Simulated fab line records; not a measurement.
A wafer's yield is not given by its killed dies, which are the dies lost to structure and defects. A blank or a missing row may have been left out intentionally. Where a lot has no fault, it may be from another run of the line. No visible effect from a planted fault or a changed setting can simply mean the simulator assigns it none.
Problem report, 8D (eight disciplines) form, completed by code	flow n5_finfet	the parts of the form that need people (team, actions taken, sign-off) are left out

1. THE PROBLEM
raw_defect_count at N5_BEOL_M4_INSPECT_59 reads a mean of 1317 on 1 wafer of 1 lot; wafers without a fault read 72 with a standard deviation of 20. Measured from the usual mean, that is +62 standard deviations.
The step: inspects for defects (darkfield).
Seen first at day 9 20:03 on defect_inspect-01, wafer L977.5. Wafers with a number at this step in the record: 30, from 10 lots. Rule for "out", or "out of limits": more than 4 standard deviations from the usual mean. Any other wafer with a number is counted as sound.

2. WHAT IT IS, AND WHAT IT ISN'T
question	is	is not
which readings at this step	raw_defect_count	-
which lots	L977	L973, L978, L984, L985, L986, L989, L990, L992, L993
which wafers of those lots	L977.5	L977.1, L977.4
read on which gauges	defect_inspect-01	defect_inspect-02
when	from day 9 20:03	up to then (8 sound wafers); but 21 sound wafers of L984, L985, L986, L989, L990, L992, L993 came after

3. THE SUSPECTS, EACH WITH WHAT RULES IT OUT
Counting: a tool at a process step up to the reading stays a suspect if it ran every lot that is out. Sound lots after the first of them don't rule it out here, since some wafers of a struck lot are sound.
- the gauge at N5_BEOL_M4_INSPECT_59: ruled out. All the wafers that are out were read on defect_inspect-01, but those of them that N5_PASSIVATION_PROBE_49 has rows for are out there too, on other tools.
- pvd_sputter-03 at N5_BEOL_M4_SPUTTER_81 (material Cu, target thk 4.5 nm, time 8.29 s): kept. It ran the lot that is out, L977 (day 9 17:40).
- pvd_sputter-03 at N5_BEOL_M4_ANNEAL_82 (time 240 s): kept. It ran the lot that is out, L977 (day 9 17:44).
- pvd_sputter-03 at N5_BEOL_M4_ANNEAL_89 (time 240 s): kept. It ran the lot that is out, L977 (day 9 18:11).
- pecvd-01 at N5_BEOL_M4_PRE_CLEAN_56 (time 15 s): kept. It ran the lot that is out, L977 (day 9 19:56).
Left after counting: pvd_sputter-03 at N5_BEOL_M4_SPUTTER_81, pvd_sputter-03 at N5_BEOL_M4_ANNEAL_82, pvd_sputter-03 at N5_BEOL_M4_ANNEAL_89, pecvd-01 at N5_BEOL_M4_PRE_CLEAN_56.

4. THE CAUSE (what the simulator had put in)
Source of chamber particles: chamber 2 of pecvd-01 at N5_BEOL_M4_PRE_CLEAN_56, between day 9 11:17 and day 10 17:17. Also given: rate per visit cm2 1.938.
After counting, 4 suspects remain, this tool included.

5. THE CHAIN OF EFFECTS, in route order
Each row: a reading where the mean over the struck wafers with a number is more than 3 standard deviations away from the usual. Scope: only readings with a usual standard deviation given in the record; hours: median across lots of the time from each lot's start at the first step in this table that gives one to its start at this step; sigmas: change in usual standard deviations.
hours	step	reading	usual	on struck wafers	change	sigmas
0	N5_BEOL_M4_INSPECT_59	raw_defect_count	72	1317	+1245	+62
3	N5_BEOL_M5_INSPECT_13	raw_defect_count	399	1716	+1317	+12
102	N5_PASSIVATION_PROBE_49	defect_limited_yield	91.3 %	77.6	-13.7	-9.8
102	N5_PASSIVATION_PROBE_49	killed_at_M4_up	13	166	+153	+29
102	N5_PASSIVATION_PROBE_49	killed_dies	102	264	+162	+9.5
102	N5_PASSIVATION_PROBE_49	sort_bin_5_function	5.1 %	13.5	+8.4	+8.4
102	N5_PASSIVATION_PROBE_49	sort_n_pass	1078	916	-162	-9.5
102	N5_PASSIVATION_PROBE_49	sort_yield_pct	91.3 %	77.6	-13.7	-9.8
Process steps it contains:
- N5_PASSIVATION_PROBE_49
Later steps that measure or inspect, where all struck wafers having a row at the step show a number for every such reading and not one has moved that far: N5_BEOL_M4_RC_MEAS_101.

6. WHAT WOULD HAVE CAUGHT IT SOONER
Counted from the fault's start at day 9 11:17, it took 9 hours until the first out-of-limits reading at a measuring or inspecting step in this record, taken at day 9 20:03.
Lots out: 1; all had begun N5_BEOL_M4_PRE_CLEAN_56 on pecvd-01 by day 9 20:03. Tool hold at that time: it would have spared none of them.
